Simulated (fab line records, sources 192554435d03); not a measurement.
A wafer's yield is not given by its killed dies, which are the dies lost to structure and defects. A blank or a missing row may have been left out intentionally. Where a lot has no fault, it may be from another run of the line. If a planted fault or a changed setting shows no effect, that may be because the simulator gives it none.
Split-lot experiment | flow n5-finfet | route with 1938 steps; 7 lots, 39 wafers read

== THE SPLIT ITSELF ==
At N5_BEOL_M9_DESCUM_16 (chemistry O2, time 7.9 s), the setting time-s was moved away from the recipe's 7.9 s on 12 of the 39 wafers read, by +16.9% to +47.5%. All remaining wafers had this setting at the recipe value.

Between the split and the reading, the file records no step.

== THE READING ==
CAR-ArF_of_BEOL_M9_COAT_05.thk-nm (the simulator's own value, which no gauge read), in nm, at N5_BEOL_M9_ETCH_61 (etches SiARC in CF4, target depth 39 nm, time 65 s). The file does not state a usual value for it. Here, 27 wafers ran the recipe; their average is 55.6 nm with a standard deviation of 0.23 nm.

wafer  | tool, chamber at the split | time-s as run, s | against the recipe | CAR-ArF_of_BEOL_M9_COAT_05.thk-nm, nm | against lot-mates on the recipe
L075.3 | rie-diel-01, 1             | 7.9              | recipe             | 55.4                                  | -
L075.4 | rie-diel-01, 3,2           | 7.9              | recipe             | 55.8                                  | -
L075.5 | rie-diel-01, 3,2           | 7.9              | recipe             | 55.6                                  | -
L078.1 | rie-diel-01, 1,2,3         | 7.9              | recipe             | 55.8                                  | -
L078.2 | rie-diel-01, 1,2,3         | 7.9              | recipe             | 55.8                                  | -
L078.3 | rie-diel-01, 1,2,3         | 7.9              | recipe             | 55.8                                  | -
L078.4 | rie-diel-01, 0,0,1         | 7.9              | recipe             | 55.8                                  | -
L078.5 | rie-diel-01, 0,0,1         | 7.9              | recipe             | 55.6                                  | -
L078.6 | rie-diel-01, 0,0,1         | 7.9              | recipe             | 55.6                                  | -
L074.1 | rie-diel-05, 0             | 7.9              | recipe             | 55.8                                  | -
L074.6 | rie-diel-05, 0             | 7.9              | recipe             | 55.8                                  | -
L074.2 | rie-diel-05, 3,2           | 10.14            | +28.4%             | 54.2                                  | -1.5
L074.3 | rie-diel-05, 3,2           | 10.14            | +28.4%             | 54.2                                  | -1.5
L074.5 | rie-diel-05, 1             | 10.14            | +28.4%             | 54.2                                  | -1.5
L074.4 | rie-diel-05, 1             | 7.9              | recipe             | 55.6                                  | -
L080.1 | rie-diel-04, 3             | 11.65            | +47.5%             | 53.8                                  | -1.9
L080.2 | rie-diel-04, 1             | 11.65            | +47.5%             | 53.6                                  | -2.1
L080.3 | rie-diel-04, 2             | 11.65            | +47.5%             | 53.2                                  | -2.5
L080.4 | rie-diel-04, 0             | 7.9              | recipe             | 55.8                                  | -
L080.5 | rie-diel-04, 1             | 7.9              | recipe             | 55.4                                  | -
L080.6 | rie-diel-04, 0             | 7.9              | recipe             | 56                                    | -
L085.1 | rie-diel-01, 3             | 7.9              | recipe             | 55.2                                  | -
L085.6 | rie-diel-01, 3             | 7.9              | recipe             | 55.2                                  | -
L085.2 | rie-diel-01, 2             | 10.61            | +34.3%             | 53.4                                  | -1.9
L085.3 | rie-diel-01, 0,1           | 10.61            | +34.3%             | 53.6                                  | -1.7
L085.4 | rie-diel-01, 0,1           | 10.61            | +34.3%             | 53.6                                  | -1.7
L085.5 | rie-diel-01, 2             | 7.9              | recipe             | 55.4                                  | -
L093.1 | rie-diel-01, 0,2,0,2       | 7.9              | recipe             | 55.6                                  | -
L093.2 | rie-diel-01, 0,2,0,2       | 7.9              | recipe             | 55.6                                  | -
L093.4 | rie-diel-01, 0,2,0,2       | 7.9              | recipe             | 55.6                                  | -
L093.5 | rie-diel-01, 2             | 7.9              | recipe             | 55.6                                  | -
L093.3 | rie-diel-01, 0,2,0,2       | 7.9              | recipe             | 55.8                                  | -
L093.6 | rie-diel-01, 0             | 7.9              | recipe             | 56                                    | -
L092.1 | rie-diel-05, 3             | 7.9              | recipe             | 55.2                                  | -
L092.3 | rie-diel-05, 2,1           | 7.9              | recipe             | 55.2                                  | -
L092.2 | rie-diel-05, 2,1           | 7.9              | recipe             | 55.4                                  | -
L092.4 | rie-diel-05, 0             | 9.234            | +16.9%             | 54.8                                  | -0.5
L092.5 | rie-diel-05, 2,3           | 9.234            | +16.9%             | 54.2                                  | -1.1
L092.6 | rie-diel-05, 2,3           | 9.234            | +16.9%             | 54.4                                  | -0.9
When a row names more than one chamber, that row covers several wafers, and the file does not tell which wafer ran in which chamber.

THE FIT
A straight line over all 39 wafers: CAR-ArF_of_BEOL_M9_COAT_05.thk-nm changes by -0.0498 nm for each +1% of time-s; r = -0.95; the points scatter about the line by 0.27 nm.
The same after taking each lot's own level away (the mean of its wafers on the recipe; 39 wafers): -0.0487 nm for each +1%; r = -0.98; scatter 0.17 nm.
Per that fit: largest time-s move, reading shift of 2.3 nm.
Across the lots, their own levels run from 55.27 to 55.73 nm, a range of 2.0 times the standard deviation given above.
So the lot-to-lot level changes the slope little: the two slopes agree.
Check: -2.4 nm against its lot-mates is what the line predicts for one of the wafers moved furthest among these (+47.5%) when that wafer is left out of the fit. Against them it came out at -1.93 nm.

== THE OTHER SPLITS THESE WAFERS WENT THROUGH ==
Before the reading, these wafers also passed through other splits. Each is held against what the fit with the lots' levels taken away leaves over:
other split on the same wafers | wafers away from the commonest value | r with CAR-ArF_of_BEOL_M9_COAT_05.thk-nm (lot level and that fit taken away)
N5_BEOL_M5_DEP_56 target-thk-a | 15                                   | +0.07

== THE WHOLE CHAIN: every reading that the file lists as answering this split, in the file's order ==
step                 | what it does                                       | reading                                                                            | change (the file's fit)                | r (the file's)
N5_BEOL_M9_DESCUM_16 | chemistry O2, time 7.9 s                           | CAR-ArF_of_BEOL_M9_COAT_05.thk-nm (the simulator's own value, which no gauge read) | -0.0496 nm for each +1% of the setting | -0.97
N5_BEOL_M9_ETCH_61   | etches SiARC in CF4, target depth 39 nm, time 65 s | CAR-ArF_of_BEOL_M9_COAT_05.thk-nm (the simulator's own value, which no gauge read) | -0.0489 nm for each +1% of the setting | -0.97

== THE FILE'S OWN FIT ==
CAR-ArF_of_BEOL_M9_COAT_05.thk-nm changes by -0.0489 nm for each +1% of time-s, r = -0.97.
